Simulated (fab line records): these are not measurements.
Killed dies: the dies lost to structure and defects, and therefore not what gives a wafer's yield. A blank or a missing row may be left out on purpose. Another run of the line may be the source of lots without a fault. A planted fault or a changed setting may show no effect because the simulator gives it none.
Code-filled problem report in 8D (eight disciplines) form / flow nand-harc / the parts of the form that need people (team, actions taken, sign-off) are left out

1. THE ISSUE
Wafers without a fault read 1.5 %, standard deviation 0.71; sort_bin_2_pct at NHARC_END_SORT_01 reads a mean of 89.8 % on 3 wafers belonging to 2 lots. So: +99 or more standard deviations from the usual mean.
First seen on wafer L370.3, day 20 15:57, on prober-01. The record holds 35 wafers of 12 lots with a number at this step. The rule behind "out" and "out of limits": a value lying over 4 standard deviations away from the usual mean. The other wafers with a number count as sound.

2. WHAT IT IS; WHAT IT IS NOT
question=which readings at this step | is=sort_bin_2_pct, defect-limited-yield, killed-at-array, killed-dies, sort-n-pass, sort-rim-yield-pct, sort-yield-pct | is not=killed-at-other, killed-at-periphery, killed-open, killed-short, sort_bin_4_pct
question=which lots | is=L370, L372 | is not=L367, L373, L374, L378, L380, L381, L383, L384, L385, L387
question=which wafers of those lots | is=L370.3, L370.5, L372.2 | is not=L370.4, L372.1, L372.4
question=read on which gauges | is=prober-01 | is not=prober-02
question=when | is=from day 20 15:57 | is not=up to then (3 sound wafers); but 29 sound wafers of L370, L372, L373, L374, L378, L380, L381, L383, L384, L385, L387 came after

3. THE SUSPECTS, EACH WITH WHAT RULES IT OUT
Counting: if a tool at a process step up to the reading ran every lot that is out, it stays a suspect. Sound lots after the first of them don't rule it out here, since some wafers of a struck lot are sound.
- ruled out: the gauge at NHARC_END_SORT_01. All the wafers that are out were read on prober-01, but those of them that NHARC_A_M1_ETCH_15 has rows for are out there too, on other tools.
- rie-diel-11 at NHARC_A_M1_ETCH_15 (etches the open film in C4F8/Ar, target depth 182.5 nm, time 91.2 s): kept. It ran every lot that is out, first L370 (day 19 03:08). Its own readings are out on those wafers: oes-product-au.
- rie-diel-11, NHARC_A_M1_ETCH_15: wafers that are out in chamber 0, sound lot-mates in chambers 1, 2.
Left after counting: rie-diel-11 at NHARC_A_M1_ETCH_15.

4. THE CAUSE (what the simulator had put in)
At NHARC_A_M1_ETCH_15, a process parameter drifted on rie-diel-11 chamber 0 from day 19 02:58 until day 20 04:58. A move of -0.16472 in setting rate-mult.
Only this tool survived the counting.

5. THE CHAIN OF EFFECTS, in route order
Rows list readings where the struck wafers' mean (over those with a number) sits beyond 3 standard deviations from the usual. Only readings whose record carries a usual standard deviation are examined. hours: median over the lots of the time between each lot's start at the first step of this table that gives one and its start at this step. sigmas: the change, counted in usual standard deviations.
hours=0; step=NHARC_A_M1_ETCH_15; reading=oes-product-au; usual=0.948 a.u.; on struck wafers=0.831; change=-0.117; sigmas=-4.7
hours=37; step=NHARC_END_SORT_01; reading=defect-limited-yield; usual=95.4 %; on struck wafers=6.9; change=-88.5; sigmas=-49
hours=37; step=NHARC_END_SORT_01; reading=killed-at-array; usual=27; on struck wafers=626; change=+599; sigmas=+54
hours=37; step=NHARC_END_SORT_01; reading=killed-dies; usual=31; on struck wafers=631; change=+600; sigmas=+50
hours=37; step=NHARC_END_SORT_01; reading=sort_bin_2_pct; usual=1.5 %; on struck wafers=89.8; change=+88.3; sigmas=+99 or more
hours=37; step=NHARC_END_SORT_01; reading=sort-n-pass; usual=646; on struck wafers=46; change=-600; sigmas=-50
hours=37; step=NHARC_END_SORT_01; reading=sort-rim-yield-pct; usual=95.0 %; on struck wafers=21.4; change=-73.6; sigmas=-29
hours=37; step=NHARC_END_SORT_01; reading=sort-yield-pct; usual=95.4 %; on struck wafers=6.9; change=-88.5; sigmas=-49
Here are the process steps it includes:
- NHARC_A_M1_ETCH_15: etches the open film in C4F8/Ar, target depth 182.5 nm, time 91.2 s.

6. HOW IT WOULD HAVE BEEN CAUGHT EARLIER
37 hours passed between the start of the fault at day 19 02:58 and the first reading out of limits at a measuring or inspecting step in this record, taken at day 20 15:57.
The tool's own readings at NHARC_A_M1_ETCH_15 were out on every struck wafer that the step has a row for (oes-product-au): an alarm limit on them would have fired on the first of those.
By day 20 15:57 the whole set of lots that are out, 2 in number, had already begun NHARC_A_M1_ETCH_15 on rie-diel-11. Had the tool been put on hold then, not one of them would have been saved.
